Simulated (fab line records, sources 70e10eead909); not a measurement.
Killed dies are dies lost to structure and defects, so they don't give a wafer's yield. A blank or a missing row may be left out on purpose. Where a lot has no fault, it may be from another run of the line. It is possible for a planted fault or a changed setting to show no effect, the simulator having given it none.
The tool behind it: which one? || flow nand harc || route of 1302 steps, sampled at 1 step: 6 lots, 18 wafers

== WHAT THE GAUGES READ, wafer by wafer ==
NHARC_A_CONTACT_CD_MEAS_08: the cd target is 200 nm.
{"lot": "L873", "measured": "day 23 14:53", "on": "cd sem-01", "cd nm (nm)": "200.2 200.8 201.1"}
{"lot": "L875", "measured": "day 24 13:17", "on": "cd sem-02", "cd nm (nm)": "199.8 199.5 200.1"}
{"lot": "L878", "measured": "day 26 03:21", "on": "cd sem-02", "cd nm (nm)": "200.5 200.2 200.5"}
{"lot": "L882", "measured": "day 27 23:19", "on": "cd sem-03", "cd nm (nm)": "200.0 199.7 199.5"}
{"lot": "L891", "measured": "day 31 05:01", "on": "cd sem-03", "cd nm (nm)": "200.0 198.8 198.9"}
{"lot": "L890", "measured": "day 31 13:58", "on": "cd sem-02", "cd nm (nm)": "199.4 199.6 199.9"}

== TOOL THAT RAN EACH LOT (tool first, then ch and the chambers of the sampled wafers, then the start) ==
The record holds no process step before these readings.

== THE ANSWER, worked out from the rows above alone ==
Rule: the usual values come from the lots themselves. The widest of any qualifying gaps counts: lots, ordered by their means at a reading, are off when they make up no more than a third of the lots, leave a main group of 4 or more, and stand apart from it by 3 or more times the standard deviation of that group's means. The tables above print the reading to a certain number of digits; a main group whose means all agree to those digits is not used. A lot without any number at a reading at which 4 lots or more have one is off too. The other lots that the step has rows for count as sound.
Across all readings shown, no lot is off: no conclusion can be drawn from this.

== WHAT THE SIMULATOR HAD PUT IN ==
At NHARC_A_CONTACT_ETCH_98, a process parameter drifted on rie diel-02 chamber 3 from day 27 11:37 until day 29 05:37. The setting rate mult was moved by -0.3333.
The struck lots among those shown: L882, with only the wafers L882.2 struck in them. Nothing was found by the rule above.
